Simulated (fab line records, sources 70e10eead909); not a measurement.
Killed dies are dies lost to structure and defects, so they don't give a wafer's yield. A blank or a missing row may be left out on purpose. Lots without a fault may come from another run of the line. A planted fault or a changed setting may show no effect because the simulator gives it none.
Which tool did it? | flow nand_harc | 24 lots, 72 wafers sampled, at 6 steps of a route of 1302

WHAT THE GAUGES READ, wafer by wafer
NHARC_P_CONTACT_OVL_MEAS_13. Usual: overlay_x_nm 0.0 nm, standard deviation 0.82; overlay_y_nm -0.1 nm, standard deviation 0.78.
lot  | measured     | on         | overlay_x_nm (nm) | overlay_y_nm (nm) | flag
L074 | day 6 03:56  | overlay-01 | 0.8 0.9 0.6       | -0.7 -0.4 -0.9    |
L075 | day 6 10:32  | overlay-01 | -0.3 0.0 -0.1     | 1.2 1.6 1.4       |
L076 | day 6 12:37  | overlay-01 | -1.1 -0.4 -0.6    | -0.2 0.1 0.0      |
L077 | day 7 00:06  | overlay-02 | 0.6 1.4 1.4       | 1.5 1.2 0.8       |
L078 | day 7 14:27  | overlay-01 | -1.3 -1.5 -0.5    | -0.5 -0.2 -0.4    |
L079 | day 7 19:53  | overlay-01 | -1.4 -0.9 -0.6    | -0.3 -0.8 -0.3    |
L080 | day 8 09:44  | overlay-02 | 1.0 1.2 0.5       | 0.1 0.6 -0.2      |
L081 | day 8 18:25  | overlay-02 | 0.6 0.4 0.7       | -0.6 -0.5 -0.4    |
L082 | day 9 02:50  | overlay-01 | -0.2 -1.3 -1.1    | 1.0 1.3 0.8       |
L083 | day 9 17:10  | overlay-01 | 0.2 -0.1 0.2      | -0.3 -0.3 -0.3    |
L084 | day 10 05:22 | overlay-01 | -0.1 0.1 -0.2     | -0.9 -1.1 -1.2    |
L085 | day 10 10:52 | overlay-01 | 0.0 0.1 0.1       | 0.8 1.1 0.8       |
L086 | day 10 17:02 | overlay-01 | 0.6 1.1 0.9       | -0.3 0.0 0.1      |
L087 | day 11 02:52 | overlay-02 | -1.3 -1.1 -1.2    | -0.5 -0.8 -0.9    |
L088 | day 12 04:47 | overlay-01 | 0.3 0.3 -0.2      | 0.2 0.2 0.2       |
L089 | day 12 13:24 | overlay-01 | 1.3 1.1 0.7       | 0.1 0.6 0.2       |
L090 | day 12 12:16 | overlay-02 | -0.7 -0.3 -0.1    | 0.6 0.9 0.5       |
L091 | day 13 00:20 | overlay-01 | -0.8 -0.6 -0.7    | -0.6 -0.3 -0.8    |
L092 | day 13 18:11 | overlay-01 | 0.1 0.9 0.4       | -0.3 0.3 0.3      |
L093 | day 14 01:28 | overlay-02 | -0.8 -0.8 -1.3    | -0.6 -0.8 -1.2    |
L094 | day 14 01:14 | overlay-01 | 0.0 -0.7 -0.2     | -0.8 -0.7 -1.5    |
L095 | day 14 12:40 | overlay-01 | 0.7 0.2 0.4       | -0.7 -0.9 -1.2    |
L096 | day 14 23:53 | overlay-01 | 1.1 1.1 1.8       | -0.7 -0.8 -1.3    |
L097 | day 15 08:31 | overlay-02 | -0.2 -0.3 -0.3    | 0.3 0.2 0.4       |

NHARC_P_M0_OVL_MEAS_10: pitch 180 nm. Usual: overlay_x_nm -0.2 nm, standard deviation 0.75; overlay_y_nm 0.4 nm, standard deviation 0.76.
lot  | measured     | on         | overlay_x_nm (nm) | overlay_y_nm (nm) | flag
L074 | day 6 08:05  | overlay-01 | 0.9 0.6 0.4       | 0.2 0.7 0.6       |
L075 | day 6 14:51  | overlay-02 | 1.3 0.6 1.0       | 0.4 -0.1 0.2      |
L076 | day 6 16:58  | overlay-01 | -1.0 -1.1 -0.7    | 1.1 0.7 1.1       |
L077 | day 7 04:26  | overlay-01 | 0.5 1.0 0.2       | 0.5 0.2 0.2       |
L078 | day 7 18:39  | overlay-01 | 0.3 0.5 0.4       | -0.3 -0.3 0.1     |
L079 | day 8 01:03  | overlay-02 | -0.7 -1.4 -1.4    | 0.3 0.4 0.3       |
L080 | day 8 13:59  | overlay-02 | -1.1 -1.0 -0.4    | 0.8 0.1 0.5       |
L081 | day 8 22:59  | overlay-02 | 0.0 -0.5 0.3      | -0.3 -0.2 -0.1    |
L082 | day 9 06:55  | overlay-01 | 0.0 -0.6 -0.5     | 0.2 0.1 0.3       |
L083 | day 9 21:20  | overlay-02 | -0.9 -0.7 -1.1    | -0.2 -0.1 -0.3    |
L084 | day 10 09:49 | overlay-02 | -0.1 0.4 0.9      | 1.7 1.1 1.2       |
L085 | day 10 15:13 | overlay-02 | 0.7 0.7 1.2       | 0.1 -0.3 -0.1     |
L086 | day 10 21:13 | overlay-01 | -0.9 -0.4 -0.7    | 0.3 -0.3 -0.4     |
L087 | day 11 08:13 | overlay-02 | 0.1 -0.1 0.1      | -0.2 -1.1 -1.3    |
L088 | day 12 09:19 | overlay-02 | -0.7 -0.3 -0.4    | 2.3 1.8 2.4       |
L089 | day 12 17:54 | overlay-01 | 1.0 1.2 1.0       | 1.2 1.8 1.8       |
L090 | day 12 16:26 | overlay-01 | -1.4 -1.5 -1.3    | 0.8 0.6 0.9       |
L091 | day 13 04:22 | overlay-01 | -0.1 -0.6 0.1     | 1.2 0.8 0.8       |
L092 | day 13 22:21 | overlay-02 | -0.8 -0.7 -0.9    | -0.4 0.1 0.0      |
L093 | day 14 05:41 | overlay-02 | -0.9 -0.6 -0.6    | 1.3 1.0 1.5       |
L094 | day 14 05:26 | overlay-01 | -0.7 -0.7 -0.6    | 0.6 0.5 0.5       |
L095 | day 14 16:59 | overlay-02 | 1.1 1.1 0.8       | 0.2 0.1 0.8       |
L096 | day 15 03:55 | overlay-02 | -0.7 -0.1 -0.1    | 0.1 -0.2 -0.5     |
L097 | day 15 12:41 | overlay-01 | 0.6 1.1 0.3       | -0.4 -0.7 -0.7    |

WHICH TOOL RAN EACH LOT (tool, then ch and the chambers of the sampled wafers, then the start)
lot  | NHARC_P_ZERO_WELL_DESCUM_39        | NHARC_P_GATE_STRIP_76                | NHARC_P_GATE_STRIP_113               | NHARC_P_CONTACT_DEP_00
L074 | rie_diel-05 ch 0,1,3, day 2 01:07  | plasma_asher-02 ch 0,1, day 5 22:23  | plasma_asher-01 ch 0,1, day 5 23:56  | pecvd-03 ch 0,1,2, day 6 03:56 or earlier
L075 | rie_diel-02 ch 1,2,3, day 2 10:18  | plasma_asher-02 ch 0,1, day 6 04:58  | plasma_asher-01 ch 0,1, day 6 06:25  | pecvd-02 ch 1,2, day 6 10:32 or earlier
L076 | rie_diel-08 ch 0,2,3, day 2 20:56  | plasma_asher-02 ch 0,1, day 6 07:03  | plasma_asher-02 ch 0,1, day 6 08:30  | pecvd-03 ch 0,1, day 6 12:37 or earlier
L077 | rie_diel-08 ch 0,1, day 3 06:26    | plasma_asher-02 ch 0,1, day 6 18:27  | plasma_asher-01 ch 0,1, day 6 20:00  | pecvd-03 ch 0,1,2, day 7 00:06 or earlier
L078 | rie_diel-05 ch 0,1,3, day 3 16:31  | plasma_asher-02 ch 0,1, day 7 08:37  | plasma_asher-01 ch 0,1, day 7 09:56  | pecvd-02 ch 2, day 7 12:55
L079 | rie_diel-08 ch 0,1,3, day 4 02:23  | plasma_asher-01 ch 0,1, day 7 14:13  | plasma_asher-02 ch 0,1, day 7 15:41  | pecvd-03 ch 0,1,2, day 7 19:53 or earlier
L080 | rie_diel-08 ch 0,1,2, day 4 12:23  | plasma_asher-02 ch 0,1, day 8 04:01  | plasma_asher-02 ch 0,1, day 8 05:28  | pecvd-03 ch 0,1,2, day 8 09:44 or earlier
L081 | rie_diel-02 ch 0,1, day 4 22:16    | plasma_asher-02 ch 0,1, day 8 12:50  | plasma_asher-01 ch 0,1, day 8 14:18  | pecvd-03 ch 1,2, day 8 18:25 or earlier
L082 | rie_diel-05 ch 1,2,3, day 5 08:14  | plasma_asher-01 ch 0,1, day 8 20:54  | plasma_asher-02 ch 0,1, day 8 22:29  | pecvd-04 ch 1,2, day 9 02:50 or earlier
L083 | rie_diel-08 ch 1,2, day 5 18:25    | plasma_asher-02 ch 0,1, day 9 11:10  | plasma_asher-02 ch 0,1, day 9 12:38  | pecvd-04 ch 0,1,2, day 9 17:10 or earlier
L084 | rie_diel-02 ch 0,1,3, day 6 04:24  | plasma_asher-02 ch 0, day 9 23:47    | plasma_asher-02 ch 0,1, day 10 01:15 | pecvd-02 ch 0,1,2, day 10 05:22 or earlier
L085 | rie_diel-08 ch 0,2,3, day 6 14:24  | plasma_asher-01 ch 0,1, day 10 05:19 | plasma_asher-01 ch 0,1, day 10 06:52 | pecvd-02 ch 1,2, day 10 10:52 or earlier
L086 | rie_diel-05 ch 0,1,3, day 7 00:16  | plasma_asher-01 ch 0,1, day 10 11:30 | plasma_asher-01 ch 0,1, day 10 13:04 | pecvd-04 ch 0,2, day 10 17:02 or earlier
L087 | rie_diel-05 ch 0,1,2, day 7 10:26  | plasma_asher-01 ch 0,1, day 10 21:19 | plasma_asher-02 ch 0,1, day 10 22:58 | pecvd-04 ch 0,1,2, day 11 02:52 or earlier
L088 | rie_diel-05 ch 0,2,3, day 7 20:28  | plasma_asher-01 ch 1, day 11 23:07   | plasma_asher-02 ch 0,1, day 12 00:41 | pecvd-03 ch 0,1, day 12 04:47 or earlier
L089 | rie_diel-05 ch 0,1, day 8 06:10    | plasma_asher-02 ch 0,1, day 12 07:23 | plasma_asher-01 ch 0,1, day 12 08:58 | pecvd-02 ch 0, day 12 12:04
L090 | rie_diel-08 ch 2,3, day 8 16:03    | plasma_asher-01 ch 0,1, day 12 06:40 | plasma_asher-02 ch 0,1, day 12 08:08 | pecvd-03 ch 0,2, day 12 12:16 or earlier
L091 | rie_diel-05 ch 0,2,3, day 9 02:28  | plasma_asher-01 ch 0,1, day 12 18:55 | plasma_asher-01 ch 0,1, day 12 20:14 | pecvd-04 ch 1,2, day 13 00:20 or earlier
L092 | rie_diel-08 ch 0,1,3, day 9 12:17  | plasma_asher-01 ch 0,1, day 13 12:37 | plasma_asher-02 ch 0,1, day 13 14:19 | pecvd-04 ch 0,1,2, day 13 18:11 or earlier
L093 | rie_diel-05 ch 0,3, day 9 22:09    | plasma_asher-01 ch 0,1, day 13 19:49 | plasma_asher-01 ch 0,1, day 13 21:29 | pecvd-02 ch 0,1, day 14 01:28 or earlier
L094 | rie_diel-05 ch 0,1, day 10 08:32   | plasma_asher-02 ch 0,1, day 13 19:25 | plasma_asher-02 ch 0,1, day 13 20:53 | pecvd-04 ch 0,1,2, day 14 01:14 or earlier
L095 | rie_diel-02 ch 1,2,3, day 10 18:19 | plasma_asher-02 ch 0,1, day 14 07:00 | plasma_asher-01 ch 0,1, day 14 08:27 | pecvd-03 ch 1,2, day 14 12:40 or earlier
L096 | rie_diel-05 ch 0,1,2, day 11 04:23 | plasma_asher-01 ch 0,1, day 14 18:27 | plasma_asher-01 ch 0,1, day 14 19:47 | pecvd-02 ch 1,2, day 14 23:53 or earlier
L097 | rie_diel-05 ch 0,1,2, day 11 14:17 | plasma_asher-02 ch 0,1, day 15 02:58 | plasma_asher-02 ch 0,1, day 15 04:37 | pecvd-03 ch 0,1,2, day 15 08:31 or earlier
- NHARC_P_ZERO_WELL_DESCUM_39: chemistry O2, time 3 s.
- NHARC_P_GATE_STRIP_76: strips in O2.
- NHARC_P_GATE_STRIP_113: strips in N2/H2, time 740 s.
- NHARC_P_CONTACT_DEP_00: deposits SiO2, target thk 500 nm.

WHAT THE TOOLS THEMSELVES READ (means of the sampled wafers that have a number; where no wafer has one, the mark that the record gives instead)
NHARC_P_ZERO_WELL_DESCUM_39. Usual: drypump_motor_current_A 5.3 A, standard deviation 0.5; oes_product_au 1.001 a.u., standard deviation 0.0096; rf_vpp_V 57.9 V, standard deviation 0.85; showerhead_plenum_p_Torr 1.95 Torr, standard deviation 0.08; throttle_valve_pct 11.312 %, standard deviation 0.0097.
lot  | tool        | drypump_motor_current_A (A) | oes_product_au (a.u.) | rf_vpp_V (V) | showerhead_plenum_p_Torr (Torr) | throttle_valve_pct (%) | flag
L074 | rie_diel-05 | 5.1                         | 0.983                 | 58.0         | 1.90                            | 11.310                 |
L075 | rie_diel-02 | 5.6                         | 0.987                 | 57.3         | 1.87                            | 11.317                 |
L076 | rie_diel-08 | 5.4                         | 1.000                 | 57.9         | 1.96                            | 11.304                 |
L077 | rie_diel-08 | 5.5                         | 1.005                 | 57.2         | 1.84                            | 11.320                 |
L078 | rie_diel-05 | 5.0                         | 1.010                 | 58.9         | 2.00                            | 11.313                 |
L079 | rie_diel-08 | 5.6                         | 0.994                 | 57.1         | 1.89                            | 11.311                 |
L080 | rie_diel-08 | 5.3                         | 1.001                 | 57.5         | 1.90                            | 11.313                 |
L081 | rie_diel-02 | 5.3                         | 0.983                 | 58.4         | 2.04                            | 11.303                 |
L082 | rie_diel-05 | 5.5                         | 1.004                 | 57.6         | 1.96                            | 11.313                 |
L083 | rie_diel-08 | 5.4                         | 1.006                 | 57.5         | 1.85                            | 11.312                 |
L084 | rie_diel-02 | 5.3                         | 0.992                 | 57.7         | 1.99                            | 11.317                 |
L085 | rie_diel-08 | 5.4                         | 1.007                 | 57.8         | 1.95                            | 11.304                 |
L086 | rie_diel-05 | 5.0                         | 1.008                 | 58.2         | 1.99                            | 11.314                 |
L087 | rie_diel-05 | 5.1                         | 0.996                 | 58.1         | 1.98                            | 11.311                 |
L088 | rie_diel-05 | 5.5                         | 1.002                 | 59.4         | 2.00                            | 11.314                 |
L089 | rie_diel-05 | 4.7                         | 1.006                 | 58.1         | 1.97                            | 11.311                 |
L090 | rie_diel-08 | 5.3                         | 1.011                 | 57.6         | 1.96                            | 11.319                 |
L091 | rie_diel-05 | 5.5                         | 0.998                 | 58.1         | 1.99                            | 11.299                 |
L092 | rie_diel-08 | 5.6                         | 0.993                 | 57.4         | 1.88                            | 11.303                 |
L093 | rie_diel-05 | 5.0                         | 1.007                 | 57.8         | 2.03                            | 11.315                 |
L094 | rie_diel-05 | 4.7                         | 1.009                 | 57.7         | 1.97                            | 11.310                 |
L095 | rie_diel-02 | 5.6                         | 1.000                 | 57.9         | 1.96                            | 11.320                 |
L096 | rie_diel-05 | 5.1                         | 1.000                 | 57.2         | 1.97                            | 11.306                 |
L097 | rie_diel-05 | 5.1                         | 1.004                 | 57.5         | 1.97                            | 11.310                 |

NHARC_P_GATE_STRIP_76. Usual: drypump_motor_current_A 5.5 A, standard deviation 0.57; heater_power_w 328 W, standard deviation 23.
lot  | tool            | drypump_motor_current_A (A) | heater_power_w (W) | flag
L074 | plasma_asher-02 | 5.0                         | 329                |
L075 | plasma_asher-02 | 5.0                         | 340                |
L076 | plasma_asher-02 | 5.0                         | 322                |
L077 | plasma_asher-02 | 5.0                         | 327                |
L078 | plasma_asher-02 | 5.0                         | 325                |
L079 | plasma_asher-01 | 6.2                         | 321                |
L080 | plasma_asher-02 | 5.0                         | 336                |
L081 | plasma_asher-02 | 5.0                         | 336                |
L082 | plasma_asher-01 | 6.2                         | 321                |
L083 | plasma_asher-02 | 5.0                         | 339                |
L084 | plasma_asher-02 | 5.0                         | 313                |
L085 | plasma_asher-01 | 6.1                         | 335                |
L086 | plasma_asher-01 | 6.1                         | 336                |
L087 | plasma_asher-01 | 6.1                         | 332                |
L088 | plasma_asher-01 | 6.3                         | 304                |
L089 | plasma_asher-02 | 5.0                         | 314                |
L090 | plasma_asher-01 | 6.2                         | 332                |
L091 | plasma_asher-01 | 6.1                         | 334                |
L092 | plasma_asher-01 | 6.2                         | 317                |
L093 | plasma_asher-01 | 6.2                         | 316                |
L094 | plasma_asher-02 | 5.0                         | 311                |
L095 | plasma_asher-02 | 5.0                         | 326                |
L096 | plasma_asher-01 | 6.1                         | 337                |
L097 | plasma_asher-02 | 5.0                         | 307                |

NHARC_P_GATE_STRIP_113. Usual: drypump_motor_current_A 5.6 A, standard deviation 0.57; heater_power_w 88 W, standard deviation 6.4.
lot  | tool            | drypump_motor_current_A (A) | heater_power_w (W) | flag
L074 | plasma_asher-01 | 6.2                         | 87                 |
L075 | plasma_asher-01 | 6.1                         | 91                 |
L076 | plasma_asher-02 | 5.0                         | 88                 |
L077 | plasma_asher-01 | 6.1                         | 87                 |
L078 | plasma_asher-01 | 6.2                         | 87                 |
L079 | plasma_asher-02 | 5.0                         | 90                 |
L080 | plasma_asher-02 | 5.0                         | 89                 |
L081 | plasma_asher-01 | 6.1                         | 89                 |
L082 | plasma_asher-02 | 5.1                         | 91                 |
L083 | plasma_asher-02 | 5.0                         | 90                 |
L084 | plasma_asher-02 | 5.0                         | 91                 |
L085 | plasma_asher-01 | 6.1                         | 85                 |
L086 | plasma_asher-01 | 6.1                         | 89                 |
L087 | plasma_asher-02 | 5.0                         | 87                 |
L088 | plasma_asher-02 | 5.0                         | 87                 |
L089 | plasma_asher-01 | 6.2                         | 84                 |
L090 | plasma_asher-02 | 5.0                         | 88                 |
L091 | plasma_asher-01 | 6.2                         | 84                 |
L092 | plasma_asher-02 | 5.1                         | 87                 |
L093 | plasma_asher-01 | 6.2                         | 85                 |
L094 | plasma_asher-02 | 5.0                         | 82                 |
L095 | plasma_asher-01 | 6.1                         | 90                 |
L096 | plasma_asher-01 | 6.2                         | 85                 |
L097 | plasma_asher-02 | 5.0                         | 83                 |

NHARC_P_CONTACT_DEP_00. Usual: chamber_pressure_Torr 6.502 Torr, standard deviation 0.014; heater_power_w 526 W, standard deviation 89; throttle_valve_pct 15.8 %, standard deviation 0.74.
lot  | tool     | chamber_pressure_Torr (Torr) | heater_power_w (W) | throttle_valve_pct (%) | flag
L074 | pecvd-03 | 6.492                        | 483                | 16.1                   |
L075 | pecvd-02 | 6.501                        | 577                | 15.1                   |
L076 | pecvd-03 | 6.494                        | 570                | 16.5                   |
L077 | pecvd-03 | 6.500                        | 503                | 16.3                   |
L078 | pecvd-02 | 6.504                        | 544                | 16.2                   |
L079 | pecvd-03 | 6.516                        | 523                | 16.3                   |
L080 | pecvd-03 | 6.502                        | 520                | 16.4                   |
L081 | pecvd-03 | 6.514                        | 471                | 16.5                   |
L082 | pecvd-04 | 6.512                        | 646                | 16.0                   |
L083 | pecvd-04 | 6.506                        | 569                | 15.2                   |
L084 | pecvd-02 | 6.500                        | 501                | 15.7                   |
L085 | pecvd-02 | 6.497                        | 535                | 15.8                   |
L086 | pecvd-04 | 6.493                        | 577                | 14.8                   |
L087 | pecvd-04 | 6.486                        | 616                | 15.3                   |
L088 | pecvd-03 | 6.495                        | 469                | 16.3                   |
L089 | pecvd-02 | 6.504                        | 388                | 16.7                   |
L090 | pecvd-03 | 6.514                        | 462                | 15.4                   |
L091 | pecvd-04 | 6.522                        | 673                | 15.8                   |
L092 | pecvd-04 | 6.500                        | 577                | 15.6                   |
L093 | pecvd-02 | 6.487                        | 464                | 15.9                   |
L094 | pecvd-04 | 6.508                        | 665                | 15.5                   |
L095 | pecvd-03 | 6.492                        | 425                | 15.4                   |
L096 | pecvd-02 | 6.507                        | 591                | 15.7                   |
L097 | pecvd-03 | 6.494                        | 467                | 16.0                   |

THE ANSWER, worked out from the rows above alone
Rule: a lot is off if the mean of its wafers that have a number lies more than 3 standard deviations from the usual mean. A lot without any number at a reading at which 4 lots or more have one is off too. The other lots that the step has rows for count as sound. The gauges are gone through in route order, then the tools' own readings, and for those a lot's mean is taken as printed above. The first step at which some lot is off is used, and at that step the reading that is off furthest; a lot without a number counts as furthest.
No lot is off at any reading shown: from this, nothing can be told.

WHAT THE SIMULATOR HAD PUT IN
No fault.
